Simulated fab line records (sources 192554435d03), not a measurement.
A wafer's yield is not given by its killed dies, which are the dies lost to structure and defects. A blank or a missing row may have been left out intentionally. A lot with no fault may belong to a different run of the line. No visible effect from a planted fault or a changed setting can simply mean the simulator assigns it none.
fab line records	flow n5-finfet
[record] lots = 9	wafers = 27	last-day = 19
route steps=1938 shown MOL_CONTACT_COAG@616 BEOL_M0_SAQP@635 BEOL_M4@1111 PASSIVATION@1936
lots that met no fault: taken from a fault-free run of the same line
start-h: hours from the record's first day to the start of the lot's first wafer shown	wait-h: how many hours have passed since the lot's step before this one	" unchanged from the row above	L1.1+2: a row that stands for several wafers	- no value present, or no start provided	* or withheld: withheld	< > ~ a bound
route shown NAME@n: a module of which the file shows steps, and the number in the route of the first	usual: average and standard deviation across the fault-free wafers	same: alike in all rows	chamber/n: place in a boat	sites: per-site readings	_std_site: the values' standard deviation	_edge_site: the outer-site mean with the inner-site mean subtracted	radius-mm: for every site, how far away it sits from the centre of the wafer	mask NAME#n: copy n	behind: the tool/chamber that last shaped the wafer	hold: why the lot went on hold/how many hours it stayed there/how the hold came to an end	device: names the non-switching transistor (n, p or np)	end of line: the tests these same wafers got at the end of their route	a step with no rows: only its recipe	killed: at the first sort, the dies lost to defects and structure; wafer yield is something else	map: a wafer's dies, x killed, . not, _ none there
set.NAME: the run value of the setting; set.NAME@STEP: its run value at that earlier step	model.NAME: the simulator's own value behind a step, which no gauge read
the route's steps for a sample of lots (tables are steps, rows are wafers)
services: a tool's chamber out of use, with start hour (start-h, from the record's first day; less than 0 if before it), hours out, and reason
[[steps]]
[step N5_MOL_CONTACT_COAG_ETCH_124]
[recipe] chemistry = CH3F/O2	target = SiNx	target-depth-a = 65	mask-material = SOC	stop-on = SiOC	over-etch-frac = 0.3	ion-energy-ev = 120	pressure-mtorr = 30	source-w = 395	bias-w = 73	Ar_flow_sccm = 150	CH3F_flow_sccm = 30	O2_flow_sccm = 20	ends = end-point
[usual] CH3F_flow_sccm = 30.00/0.084	drypump-motor-current-A = 5.8/0.42	oes-product-au = 0.68/0.073	rf-vpp-V = 297/5.8	showerhead-plenum-p-Torr = 2.02/0.037	throttle-valve-pct = 16.29/0.19
[same] over-etch-frac = 0.3
lot.wafer	tool	chamber	start-h	wait-h	CH3F_flow_sccm	drypump-motor-current-A	oes-product-au	rf-hours-counter-h	rf-vpp-V	showerhead-plenum-p-Torr	throttle-valve-pct
L951.1	rie-diel-05	1	112.46	0.0	29.85	5.4	0.65	149	296	1.98	16.43
L951.2	"	2	"	"	30.02	5.5	0.61	194	300	1.99	16.34
L951.6	"	3	"	"	30.00	5.3	0.78	-	290	2.04	16.03
L953.1	rie-diel-02	0	124.37	0.0	30.06	5.2	0.62	211	293	2.05	16.61
L953.3	"	2	"	"	30.03	5.8	0.77	25	289	2.03	16.14
L953.4	"	0	"	"	29.91	5.2	0.60	-	293	2.05	16.59
L954.1	rie-diel-06	2	129.10	0.0	30.15	6.3	0.62	189	307	1.99	16.44
L954.3	"	0	"	"	30.00	5.8	0.78	20	300	2.03	16.11
L954.6	"	2	"	"	30.07	6.3	0.62	-	307	1.99	16.43
L957.1	rie-diel-06	3	154.50	0.0	30.13	5.8	0.63	168	289	1.99	16.39
L957.2	"	0	"	"	30.02	5.8	0.77	27	302	2.03	16.13
L957.6	"	2	"	"	29.92	6.3	0.61	-	307	1.98	16.44
L958.1	rie-diel-02	1	154.82	0.0	30.04	5.0	0.60	219	292	1.98	16.45
L958.2	"	2	"	"	30.05	5.8	0.74	35	289	2.03	16.16
L958.3	"	3	"	"	29.96	6.4	0.82	4	300	2.11	16.05
L959.1	rie-diel-06	2	157.68	0.0	30.13	6.3	0.60	198	306	1.98	16.43
L959.5	"	0	"	"	30.09	5.8	0.77	-	301	2.03	16.13
L959.6	"	1	"	"	29.93	5.7	0.73	-	295	2.04	16.07
L960.1	rie-diel-06	3	167.17	0.0	29.96	5.8	0.63	173	290	1.98	16.40
L960.3	"	1	"	"	29.95	5.8	0.73	36	295	2.04	16.07
L960.6	"	2	"	"	30.02	6.3	0.60	-	306	1.98	16.44
L971.1	rie-diel-06	0	231.50	0.0	30.13	5.8	0.74	51	301	2.02	16.17
L971.3	"	1	"	"	29.93	5.7	0.72	54	295	2.04	16.11
L971.4	"	3	"	"	30.14	5.8	0.62	192	291	1.98	16.42
L972.1	rie-diel-02	2	243.71	0.0	30.02	5.8	0.70	66	288	2.02	16.22
L972.3	"	3	"	"	29.93	6.4	0.74	39	298	2.10	16.11
L972.6	"	3	"	"	29.95	6.3	0.74	-	299	2.10	16.13
[step N5_MOL_CONTACT_COAG_ANNEAL_112]
[recipe] temp-c = 400	time-s = 1800	ambient = HPD2	pressure-atm = 10
[usual] spike-tc-bottom-C = 423.8/1.1	spike-tc-centre-C = 400.0/0.95	spike-tc-lower-C = 399.4/0.92	spike-tc-top-C = 426.2/1	spike-tc-upper-C = 399.1/0.96	wafer_temp_C_max = 401.9/0.44	zone-power-bottom-pct = 14.84/0.16	zone-power-centre-pct = 8.97/0.086	zone-power-lower-pct = 8.26/0.085	zone-power-top-pct = 20.60/0.2	zone-power-upper-pct = 9.82/0.095
lot.wafer	tool	chamber	start-h	wait-h	spike-tc-bottom-C	spike-tc-centre-C	spike-tc-lower-C	spike-tc-top-C	spike-tc-upper-C	wafer_temp_C_max	zone-power-bottom-pct	zone-power-centre-pct	zone-power-lower-pct	zone-power-top-pct	zone-power-upper-pct
L951.1	hp-anneal-01	0	114.32	0.8	423.8	399.8	398.0	423.7	397.6	401.9	15.03	9.04	8.29	20.13	9.86
L951.2	"	0	"	"	423.8	399.6	400.7	425.8	400.6	401.4	15.09	8.83	8.27	20.48	9.84
L951.6	"	0	"	"	424.2	400.0	400.0	427.2	398.7	401.7	14.81	9.28	8.30	20.73	9.76
L953.1	hp-anneal-01	0	125.47	0.0	423.3	400.6	399.4	425.8	399.2	402.2	14.62	8.98	8.24	20.66	9.84
L953.3	"	0	"	"	421.9	399.8	398.4	425.1	398.6	403.2	14.84	8.98	8.44	20.34	9.86
L953.4	"	0	"	"	425.2	400.2	399.3	426.7	396.6	401.6	15.09	8.96	8.30	20.50	9.88
L954.1	hp-anneal-01	0	131.47	1.3	423.1	399.6	397.7	427.5	400.7	401.8	15.06	8.97	8.14	20.33	9.84
L954.3	"	0	"	"	422.1	400.2	400.6	425.9	399.6	402.0	14.55	9.05	8.36	20.54	9.91
L954.6	"	0	"	"	425.2	400.5	398.9	427.2	399.6	401.9	15.02	9.01	8.26	20.61	9.91
L957.1	hp-anneal-01	0	155.59	0.0	413.1	388.9	388.5	414.5	389.2	390.7	14.29	8.58	8.03	19.82	9.23
L957.2	"	0	"	"	411.5	389.9	386.8	416.0	387.2	391.0	14.14	8.55	8.11	20.04	9.49
L957.6	"	0	"	"	413.2	387.9	387.9	414.5	387.3	391.6	14.00	8.64	7.97	19.94	9.51
L958.1	hp-anneal-01	0	158.59	2.4	413.7	388.5	387.9	415.1	388.3	390.2	14.10	8.73	7.86	19.87	9.53
L958.2	"	0	"	"	414.2	389.0	388.2	415.2	387.5	390.4	14.25	8.71	8.05	19.85	9.37
L958.3	"	0	"	"	414.1	389.7	388.3	416.3	387.0	391.4	14.50	8.58	7.94	19.67	9.66
L959.1	hp-anneal-01	0	161.59	2.8	413.3	389.5	388.3	417.1	388.8	391.0	14.35	8.50	8.16	19.66	9.44
L959.5	"	0	"	"	410.9	388.8	388.1	414.7	386.7	390.9	14.37	8.66	8.20	19.76	9.46
L959.6	"	0	"	"	413.2	389.4	386.3	416.1	389.9	390.2	14.52	8.81	7.99	19.74	9.50
L960.1	hp-anneal-01	0	168.29	0.0	413.5	389.2	386.4	414.7	388.5	391.1	14.26	8.63	7.92	19.51	9.48
L960.3	"	0	"	"	413.1	388.3	387.8	416.1	387.6	390.5	14.18	8.67	8.04	19.84	9.44
L960.6	"	0	"	"	412.5	388.6	389.1	413.9	389.2	391.1	13.90	8.70	7.98	19.78	9.33
L971.1	hp-anneal-01	0	232.74	0.0	423.2	399.2	397.8	425.7	400.0	401.7	14.79	8.91	8.27	20.42	9.95
L971.3	"	0	"	"	423.8	399.6	398.6	426.9	397.2	402.3	14.52	8.87	8.24	20.63	9.78
L971.4	"	0	"	"	424.9	398.6	400.7	428.8	400.3	402.3	15.04	9.01	8.32	20.46	9.66
L972.1	hp-anneal-01	0	244.81	0.0	422.9	400.5	398.9	426.0	398.2	402.6	14.58	8.97	8.32	20.36	9.84
L972.3	"	0	"	"	423.7	400.4	399.6	426.6	399.5	402.3	14.75	9.02	8.16	20.72	9.77
L972.6	"	0	"	"	424.2	398.8	399.3	426.0	399.7	402.8	14.98	8.87	8.31	20.63	9.86
[step N5_BEOL_M0_SAQP_PECVD_03]
[recipe] material = SiCN	target-thk-a = 120	temp-c = withheld	precursor = 3MS/NH3	pressure-torr = 3	rf-w = 202	time-s = 21.1
[usual] showerhead-plenum-p-Torr = 3.664/0.01	throttle-valve-pct = 9.2/0.49
lot.wafer	tool	chamber	start-h	wait-h	showerhead-plenum-p-Torr	throttle-valve-pct
L951.1	pecvd-03	1	118.38	0.1	3.668	9.9
L951.2	"	2	"	"	3.661	8.8
L951.6	"	1	"	"	3.668	10.0
L953.1	pecvd-03	1	129.38	0.1	3.662	10.0
L953.3	"	2	"	"	3.671	8.9
L953.4	"	1	"	"	3.649	9.9
L954.1	pecvd-04	1	136.24	0.1	3.686	9.4
L954.3	"	2	"	"	3.628	8.5
L954.6	"	0	"	"	3.682	9.8
L957.1	pecvd-03	2	159.69	0.1	3.669	8.8
L957.2	"	0	"	"	3.663	9.3
L957.6	"	0	"	"	3.677	9.1
L958.1	pecvd-02	2	162.66	0.1	3.662	8.6
L958.2	"	0	"	"	3.657	9.4
L958.3	"	1	"	"	3.655	9.1
L959.1	pecvd-03	0	165.83	0.1	3.672	9.2
L959.5	"	1	"	"	3.663	9.8
L959.6	"	2	"	"	3.660	8.8
L960.1	pecvd-03	1	173.07	0.1	3.655	10.1
L960.3	"	0	"	"	3.660	9.2
L960.6	"	2	"	"	3.663	8.8
L971.1	pecvd-02	1	237.79	0.1	3.659	9.1
L971.3	"	0	"	"	3.660	9.4
L971.4	"	0	"	"	3.651	9.3
L972.1	pecvd-03	2	252.21	0.1	3.668	9.0
L972.3	"	1	"	"	3.654	10.0
L972.6	"	0	"	"	3.677	9.2
[step N5_BEOL_M0_SAQP_PECVD_04]
[recipe] material = a-Si	target-thk-a = 600	temp-c = 350	precursor = SiH4/He	pressure-torr = 3	rf-w = 100	time-s = 60.2
[usual] heater-power-outer-w = 364/32	heater-power-w = 609/42	showerhead-plenum-p-Torr = 5.668/0.03	susceptor-temp-C = 349.97/0.19	throttle-valve-pct = 18.4/0.92
lot.wafer	tool	chamber	start-h	wait-h	heater-power-outer-w	heater-power-w	showerhead-plenum-p-Torr	susceptor-temp-C	throttle-valve-pct
L951.1	pecvd-03	1	118.49	0.0	333	559	5.677	349.83	20.0
L951.2	"	2	"	"	332	554	5.674	349.95	17.5
L951.6	"	1	"	"	337	563	5.664	350.05	20.2
L953.1	pecvd-03	1	129.49	0.0	369	606	5.672	350.01	19.9
L953.3	"	2	"	"	347	552	5.667	350.32	17.9
L953.4	"	1	"	"	360	608	5.664	349.91	20.0
L954.1	pecvd-04	1	136.35	0.0	400	629	5.745	350.00	18.9
L954.3	"	2	"	"	395	696	5.602	349.94	17.0
L954.6	"	0	"	"	309	586	5.724	349.94	19.7
L957.1	pecvd-03	2	159.80	0.0	354	575	5.669	350.14	17.7
L957.2	"	0	"	"	392	642	5.671	349.96	18.1
L957.6	"	0	"	"	373	646	5.673	350.23	18.6
L958.1	pecvd-02	2	162.77	0.0	420	659	5.653	350.07	17.5
L958.2	"	0	"	"	362	645	5.636	349.88	18.9
L958.3	"	1	"	"	352	607	5.653	349.72	18.0
L959.1	pecvd-03	0	165.94	0.0	358	623	5.674	349.85	18.4
L959.5	"	1	"	"	388	628	5.668	349.77	19.9
L959.6	"	2	"	"	332	550	5.675	349.95	17.6
L960.1	pecvd-03	1	173.18	0.0	390	613	5.676	350.06	19.9
L960.3	"	0	"	"	383	651	5.671	349.93	18.6
L960.6	"	2	"	"	312	519	5.655	350.06	17.8
L971.1	pecvd-02	1	237.90	0.0	394	654	5.662	350.17	18.1
L971.3	"	0	"	"	375	660	5.642	350.08	18.7
L971.4	"	0	"	"	369	656	5.632	350.35	18.9
L972.1	pecvd-03	2	252.33	0.0	316	518	5.689	350.11	18.0
L972.3	"	1	"	"	359	610	5.672	350.08	20.0
L972.6	"	0	"	"	353	612	5.683	350.01	18.8
[step N5_BEOL_M4_RC_MEAS_101]
[usual] DIBL_N = 36.0/1.6	DIBL_P = 35.8/2	IOFF_N = 0.152/0.03	IOFF_P = 0.20/0.031	ION_N = 670/12	ION_P = 459/7.4	SS_N = 71.5/0.56	SS_P = 73.2/0.64	VT_N = 251/3.5	VT_P = -252/3.3
lot.wafer	tool	chamber	start-h	wait-h	DIBL_N[mV/V]	DIBL_P[mV/V]	IOFF_N[nA/um]	IOFF_P[nA/um]	ION_N[uA/um]	ION_P[uA/um]	SS_N[mV/dec]	SS_P[mV/dec]	VT_N[mV]	VT_P[mV]
L951.1	prober-02	0	205.93	0.0	37.0	37.4	0.162	0.21	683	468	70.9	74.1	248	-250
L951.2	"	0	"	"	35.3	34.5	0.136	0.17	675	464	71.0	72.6	249	-253
L951.6	"	0	"	"	35.9	34.9	0.135	0.18	659	451	70.8	73.1	252	-255
L953.1	prober-01	0	219.21	0.0	37.4	36.7	0.151	0.20	674	461	71.8	73.6	253	-252
L953.3	"	0	"	"	35.9	35.6	0.125	0.18	656	455	71.3	73.2	255	-250
L953.4	"	0	"	"	37.2	37.0	0.155	0.20	680	463	72.1	73.6	250	-253
L954.1	prober-01	0	238.45	0.0	33.6	34.2	0.113	0.19	644	456	71.4	72.4	255	-247
L954.3	"	0	"	"	36.9	38.5	0.172	0.26	676	473	71.7	73.6	248	-245
L954.6	"	0	"	"	34.7	35.2	0.136	0.21	673	473	71.2	72.9	253	-248
L957.1	prober-01	0	245.94	0.0	34.2	33.1	0.109	0.14	649	439	71.3	72.5	259	-260
L957.2	"	0	"	"	35.1	34.1	0.121	0.15	641	434	71.9	73.4	256	-258
L957.6	"	0	"	"	36.6	36.1	0.147	0.17	658	444	72.5	73.8	252	-259
L958.1	prober-01	0	247.01	0.0	33.3	33.0	0.108	0.15	653	450	72.1	73.4	254	-257
L958.2	"	0	"	"	34.2	35.2	0.126	0.18	656	450	71.5	74.0	254	-256
L958.3	"	0	"	"	36.2	38.0	0.167	0.22	672	456	72.0	74.4	250	-251
L959.1	prober-02	0	252.74	0.0	35.8	35.9	0.131	0.16	671	445	72.2	73.4	254	-261
L959.5	"	0	"	"	35.1	35.9	0.129	0.17	663	460	71.6	73.1	254	-260
L959.6	"	0	"	"	36.3	36.2	0.138	0.16	657	444	72.0	73.9	255	-262
L960.1	prober-01	0	275.60	0.0	36.2	35.1	0.118	0.17	639	439	72.2	73.4	262	-261
L960.3	"	0	"	"	38.6	38.0	0.182	0.21	675	448	72.8	73.7	251	-253
L960.6	"	0	"	"	37.3	37.2	0.151	0.20	664	449	72.6	73.8	255	-255
L971.1	prober-01	0	342.77	0.0	35.3	36.1	0.156	0.23	681	467	71.0	73.7	248	-249
L971.3	"	0	"	"	35.7	36.1	0.171	0.22	677	468	71.2	74.0	249	-250
L971.4	"	0	"	"	37.0	37.1	0.177	0.23	676	465	71.9	74.4	251	-250
L972.1	prober-02	0	347.34	0.0	34.3	34.4	0.129	0.17	655	454	70.4	72.7	250	-253
L972.3	"	0	"	"	31.8	30.1	0.087	0.11	632	435	71.7	71.6	259	-261
L972.6	"	0	"	"	33.2	32.1	0.113	0.14	658	449	71.2	72.2	255	-258
[step N5_PASSIVATION_PROBE_49]
[usual] defect-limited-yield = 91.6/1.4	killed_at_M0_to_M3 = 33/10	killed_at_M4_up = 13/5.3	killed-at-contacts = 13/5.9	killed-at-front-end = 36/12	killed-at-other = 4/3.1	killed-dies = 99/16	killed-open = 65/13	killed-short = 32/7.3	sort_bin_5_function = 4.9/0.9	sort_bin_6_memory = 3.1/0.66	sort_bin_8_speed = 0.0/0.42	sort-n-pass = 1081/17	sort-yield-pct = 91.6/1.4
[same] gross-dies = 1180	killed-at-back-side = 0	sort_bin_4_leakage[%] = 0
lot.wafer	tool	chamber	start-h	wait-h	defect-limited-yield[%]	killed_at_M0_to_M3	killed_at_M4_up	killed-at-contacts	killed-at-front-end	killed-at-other	killed-dies	killed-open	killed-short	sort_bin_5_function[%]	sort_bin_6_memory[%]	sort_bin_8_speed[%]	sort-n-pass	sort-yield-pct[%]
L957.1	prober-01	-	349.35	0.0	89.8	53	17	14	31	5	120	74	43	5.9	3.6	0.3	1057	89.6
L957.2	prober-01	-	349.40	0.1	92.7	29	14	11	26	6	86	55	26	3.7	3.2	1.4	1077	91.3
L960.1	prober-02	-	379.39	0.0	87.4	52	11	9	72	5	149	106	43	7.2	5.0	1.4	1014	85.9
// killed by level:class
L957.1 BEOL_M0_SAQP:geometric-particle:open=15 BEOL_M0_SAQP:geometric-particle:short=15 BEOL_M1:geometric-particle:open=14 MOL_CONTACT_COAG:geometric-particle:open=12 FIN_SAQP:geometric-particle:open=6 BEOL_M1:geometric-particle:short=6 BEOL_M4:geometric-particle:short=6 STI_FIN_REVEAL:geometric-particle:open=4
L957.2 BEOL_M0_SAQP:geometric-particle:open=7 MOL_CONTACT_COAG:geometric-particle:open=7 BEOL_M0_SAQP:geometric-particle:short=6 BEOL_M2:geometric-particle:open=6 BEOL_M4:geometric-particle:open=6 FIN_SAQP:geometric-particle:open=4 FIN_SAQP:geometric-particle:short=4 STI_FIN_REVEAL:geometric-particle:open=4
L960.1 FIN_SAQP:geometric-particle:open=22 STI_FIN_REVEAL:geometric-particle:open=21 FIN_SAQP:geometric-particle:short=14 BEOL_M2:geometric-particle:open=14 MOL_CONTACT_COAG:geometric-particle:open=9 BEOL_M0_SAQP:geometric-particle:short=7 BEOL_M1:geometric-particle:open=7 BEOL_M3:geometric-particle:open=7
[[services]]
tool	chamber	start-h	hours	kind
rie-diel-02	2	98.10	16.2	repair
pecvd-03	-	102.54	6.0	pm
pecvd-02	0	104.94	2.1	scheduled-down
rie-diel-02	3	114.42	-	clean
rie-diel-02	3	114.42	-	consumable-replace:focus-ring
rie-diel-02	3	114.42	-	consumable-replace:showerhead
rie-diel-02	3	114.42	17.7	scheduled-down
rie-diel-02	3	114.42	17.7	vent-cycle
rie-diel-05	3	118.81	5.5	repair
rie-diel-02	0	153.84	5.9	repair
rie-diel-02	1	156.34	5.9	repair
pecvd-03	-	162.43	2.2	repair
pecvd-02	-	165.07	2.8	pm
rie-diel-02	0	190.66	4.0	repair
pecvd-04	-	203.08	1.3	repair
rie-diel-02	2	212.97	7.8	repair
pecvd-03	1	223.73	6.0	repair
pecvd-02	1	233.21	2.1	scheduled-down
rie-diel-02	0	233.99	1.9	repair
pecvd-03	2	234.72	9.0	repair
rie-diel-02	0	250.82	-	clean
rie-diel-02	0	250.82	-	consumable-replace:focus-ring
rie-diel-02	0	250.82	18.0	scheduled-down
rie-diel-02	0	250.82	18.0	vent-cycle
[[key]]
[first-sign] step = N5_MOL_CONTACT_COAG_ANNEAL_112	reading = wafer_temp_C_max	direction = down	sigmas = 25	usual = *	struck = *
[effect] step = N5_MOL_CONTACT_COAG_ANNEAL_112	reading = spike-tc-lower-C	direction = down	sigmas = 13	usual = 399.4	struck = 387.8
[effect] step = N5_BEOL_M4_RC_MEAS_101	reading = VT_P	direction = down	sigmas = 1.8	usual = -252	struck = -258
[effect] step = N5_BEOL_M4_RC_MEAS_101	reading = ION_P	direction = down	sigmas = 1.7	usual = 459	struck = 446
met-at N5_MOL_CONTACT_COAG_ANNEAL_112
struck-lots L957,L958,L959,L960
[baseline-loss] step = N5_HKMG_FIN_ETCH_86	wafers = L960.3
not-acting-at N5_MOL_CONTACT_COAG_ETCH_124,N5_BEOL_M0_SAQP_PECVD_03,N5_BEOL_M0_SAQP_PECVD_04
onset-between 131.47 155.59
[fault] kind = process-parameter-drift	tool = hp-anneal-01	chamber = -	onset-h = 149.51	steps = N5_MOL_CONTACT_COAG_ANNEAL_112	channel = temp-c	offset = *	shape = step	end-h = 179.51	stated = *
// baseline-loss: these wafers lose ten dies or more at that step, a loss of the line's own and not of a fault; the sort's usual values leave them out
